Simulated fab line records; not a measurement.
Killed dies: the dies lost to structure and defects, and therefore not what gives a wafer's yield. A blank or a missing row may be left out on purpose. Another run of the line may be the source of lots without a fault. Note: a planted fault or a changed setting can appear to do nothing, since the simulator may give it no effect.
Matching of chambers :: flow nand-harc :: NHARC_A_STAIRCASE_DEP_322 on pecvd-02 has 3 sister chambers
The step deposits SiO2, target thk 3800 nm. 18 wafers are shown with their chamber, then 9 later ones without.

== EACH WAFER AND ITS CHAMBER ==
wafer: L076.1
chamber: 0
heater-power-w (W): 739

wafer: L076.2
chamber: 2
heater-power-w (W): 887

wafer: L076.5
chamber: 1
heater-power-w (W): 602

wafer: L078.1
chamber: 0
heater-power-w (W): 767

wafer: L078.2
chamber: 2
heater-power-w (W): 901

wafer: L078.3
chamber: 1
heater-power-w (W): 728

wafer: L086.2
chamber: 1
heater-power-w (W): 687

wafer: L086.5
chamber: 2
heater-power-w (W): 746

wafer: L086.6
chamber: 0
heater-power-w (W): 588

wafer: L087.1
chamber: 1
heater-power-w (W): 570

wafer: L087.2
chamber: 2
heater-power-w (W): 944

wafer: L087.4
chamber: 1
heater-power-w (W): 556

wafer: L088.1
chamber: 2
heater-power-w (W): 890

wafer: L088.4
chamber: 1
heater-power-w (W): 557

wafer: L088.6
chamber: 0
heater-power-w (W): 584

wafer: L093.1
chamber: 1
heater-power-w (W): 637

wafer: L093.2
chamber: 0
heater-power-w (W): 733

wafer: L093.6
chamber: 2
heater-power-w (W): 773

SIGNATURES, as means of the wafers listed above
reading: heater-power-w
chamber 0: 682.20
chamber 1: 619.57
chamber 2: 856.83
scatter within a chamber: 77.3
Rule: a wafer's distance from a chamber is the root of the sum, over the readings, of the square of ((its reading less the chamber's mean) divided by the reading's scatter). The wafer belongs to the nearest chamber; if the next one is less than 2 further off, it can't be placed. How the scatter is found: for the shown wafers, subtract from each reading the mean of its chamber, square and add these, divide the total by (wafers less chambers), then take the root.

== WAFERS WITHOUT THEIR CHAMBER ==
wafer: L094.1
heater-power-w (W): 559

wafer: L094.4
heater-power-w (W): 755

wafer: L094.5
heater-power-w (W): 544

wafer: L096.2
heater-power-w (W): 927

wafer: L096.3
heater-power-w (W): 683

wafer: L096.4
heater-power-w (W): 544

wafer: L097.1
heater-power-w (W): 703

wafer: L097.2
heater-power-w (W): 721

wafer: L097.4
heater-power-w (W): 770

== CHAMBER TAKEN BY EACH ==
wafer: L094.1
from the rows above: can't be placed: 1 or 0
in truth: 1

wafer: L094.4
from the rows above: can't be placed: 0 or 2 or 1
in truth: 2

wafer: L094.5
from the rows above: can't be placed: 1 or 0
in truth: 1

wafer: L096.2
from the rows above: 2
in truth: 2

wafer: L096.3
from the rows above: can't be placed: 0 or 1
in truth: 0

wafer: L096.4
from the rows above: can't be placed: 1 or 0
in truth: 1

wafer: L097.1
from the rows above: can't be placed: 0 or 1 or 2
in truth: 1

wafer: L097.2
from the rows above: can't be placed: 0 or 1 or 2
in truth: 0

wafer: L097.4
from the rows above: can't be placed: 2 or 0 or 1
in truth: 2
Placed correctly: 1 of 9. Unplaceable from these rows: 8, with the true chamber sitting among the candidates in 8. 0 placed wrongly.
